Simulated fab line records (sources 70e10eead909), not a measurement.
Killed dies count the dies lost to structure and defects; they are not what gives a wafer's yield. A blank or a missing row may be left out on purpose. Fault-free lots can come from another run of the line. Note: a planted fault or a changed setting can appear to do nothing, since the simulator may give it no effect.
The tool behind it: which one? :: flow nand-harc :: Sampling: 15 lots, 43 wafers, 3 of 1302 route steps

## WHAT THE GAUGES SHOWED, per wafer
NHARC_A_ZERO_WELL_INSPECT_17.
lot: L594
measured: day 7 04:18
on: defect-inspect-02
raw-defect-count: 16 3 11

lot: L595
measured: day 7 19:38
on: defect-inspect-01
raw-defect-count: 12 11 14

lot: L596
measured: day 7 21:31
on: defect-inspect-02
raw-defect-count: 16 16 25

lot: L597
measured: day 8 15:44
on: defect-inspect-01
raw-defect-count: 16 7 13

lot: L598
measured: day 8 23:42
on: defect-inspect-01
raw-defect-count: 11 12 5

lot: L600
measured: day 9 15:53
on: defect-inspect-02
raw-defect-count: 13 6 7

lot: L599
measured: day 9 19:35
on: defect-inspect-02
raw-defect-count: 8 5 6

lot: L602
measured: day 10 16:05
on: defect-inspect-01
raw-defect-count: 18 17 16

lot: L606
measured: day 12 20:21
on: defect-inspect-02
raw-defect-count: 10 21

lot: L608
measured: day 13 03:42
on: defect-inspect-01
raw-defect-count: 2 4 4

lot: L609
measured: day 13 14:26
on: defect-inspect-02
raw-defect-count: 8 5

lot: L610
measured: day 14 05:32
on: defect-inspect-02
raw-defect-count: 8 23 7

lot: L611
measured: day 14 06:10
on: defect-inspect-01
raw-defect-count: 6 11 9

lot: L612
measured: day 14 17:56
on: defect-inspect-02
raw-defect-count: 15 5 15

lot: L615
measured: day 16 06:14
on: defect-inspect-01
raw-defect-count: 2 8 7

NHARC_A_ONON_D1_THK_MEAS_14: measures by ellipsometry.
lot: L594
measured: day 8 03:45
on: film-metro-01
thk-nm (nm): 996 993 993

lot: L595
measured: day 8 19:19
on: film-metro-02
thk-nm (nm): 998 999 997

lot: L596
measured: day 8 19:20
on: film-metro-01
thk-nm (nm): 1000 1000 999

lot: L597
measured: day 9 14:41
on: film-metro-02
thk-nm (nm): 1004 1004 1005

lot: L598
measured: day 9 22:54
on: film-metro-02
thk-nm (nm): 1010 1009 1010

lot: L600
measured: day 10 14:58
on: film-metro-02
thk-nm (nm): 998 997 995

lot: L599
measured: day 10 23:04
on: film-metro-01
thk-nm (nm): 1000 1001 1000

lot: L602
measured: day 11 19:22
on: film-metro-01
thk-nm (nm): 1011 1011 1012

lot: L606
measured: day 13 18:57
on: film-metro-02
thk-nm (nm): 703 1010

lot: L608
measured: day 14 05:59
on: film-metro-01
thk-nm (nm): 687 995 993

lot: L609
measured: day 14 17:28
on: film-metro-02
thk-nm (nm): 691 997

lot: L610
measured: day 15 05:06
on: film-metro-02
thk-nm (nm): 1017 1015 1017

lot: L611
measured: day 15 05:06
on: film-metro-01
thk-nm (nm): 1001 1002 1001

lot: L612
measured: day 15 17:57
on: film-metro-02
thk-nm (nm): 992 994 993

lot: L615
measured: day 17 04:28
on: film-metro-01
thk-nm (nm): 1025 1027 1026

## WHICH TOOL RAN EACH LOT (tool, then ch and the chambers of the sampled wafers, then the start)
lot: L594
NHARC_A_ONON_D1_DEP_12: pecvd-onon-04 ch 0, day 8 03:18

lot: L595
NHARC_A_ONON_D1_DEP_12: pecvd-onon-01 ch 0, day 8 18:52

lot: L596
NHARC_A_ONON_D1_DEP_12: pecvd-onon-03 ch 0, day 8 18:50

lot: L597
NHARC_A_ONON_D1_DEP_12: pecvd-onon-03 ch 0, day 9 14:11

lot: L598
NHARC_A_ONON_D1_DEP_12: pecvd-onon-03 ch 0, day 9 22:23

lot: L600
NHARC_A_ONON_D1_DEP_12: pecvd-onon-04 ch 0, day 10 14:31

lot: L599
NHARC_A_ONON_D1_DEP_12: pecvd-onon-01 ch 0, day 10 22:37

lot: L602
NHARC_A_ONON_D1_DEP_12: pecvd-onon-01 ch 0, day 11 18:53

lot: L606
NHARC_A_ONON_D1_DEP_12: pecvd-onon-01 ch 0, day 13 18:33

lot: L608
NHARC_A_ONON_D1_DEP_12: pecvd-onon-01 ch 0, day 14 05:35

lot: L609
NHARC_A_ONON_D1_DEP_12: pecvd-onon-01 ch 0, day 14 17:05

lot: L610
NHARC_A_ONON_D1_DEP_12: pecvd-onon-04 ch 0, day 15 04:39

lot: L611
NHARC_A_ONON_D1_DEP_12: pecvd-onon-03 ch 0, day 15 04:35

lot: L612
NHARC_A_ONON_D1_DEP_12: pecvd-onon-03 ch 0, day 15 17:26

lot: L615
NHARC_A_ONON_D1_DEP_12: pecvd-onon-01 ch 0, day 17 04:05
- NHARC_A_ONON_D1_DEP_12: target thk 1000 nm.

## AS READ BY THE TOOLS THEMSELVES (means over the sampled wafers that have a number; for cases with no such wafer, the mark the record gives instead)
The record holds no such reading with a usual standard deviation.

## THE ANSWER, worked out from the rows above alone
Rule: the usual values come from the lots themselves. The widest of any qualifying gaps counts: lots, ordered by their means at a reading, are off when they make up no more than a third of the lots, leave a main group of 4 or more, and stand apart from it by 3 or more times the standard deviation of that group's means. Not used: any main group whose means are identical at the precision the tables above print for the reading. Also off: a lot with no number at a reading for which 4 or more lots have one. The other lots that the step has rows for count as sound. First the gauges in route order, then the tools' own readings, where a lot's mean is used as printed above. At the first step where some lot is off, the reading lying furthest off is the one used; lots without a number count as furthest.
Off, at NHARC_A_ONON_D1_THK_MEAS_14 on thk-nm: L606, L608, L609. For the main group the mean is 1004 nm and the standard deviation 9.4.
If a tool, at a process step before that reading, ran all the lots that are off and no sound lot after the first of them, it fits. Gauges at NHARC_A_ONON_D1_THK_MEAS_14: tried the same way as those tools. Not one of the candidates tried fits.

## WHAT WAS PUT IN BY THE SIMULATOR
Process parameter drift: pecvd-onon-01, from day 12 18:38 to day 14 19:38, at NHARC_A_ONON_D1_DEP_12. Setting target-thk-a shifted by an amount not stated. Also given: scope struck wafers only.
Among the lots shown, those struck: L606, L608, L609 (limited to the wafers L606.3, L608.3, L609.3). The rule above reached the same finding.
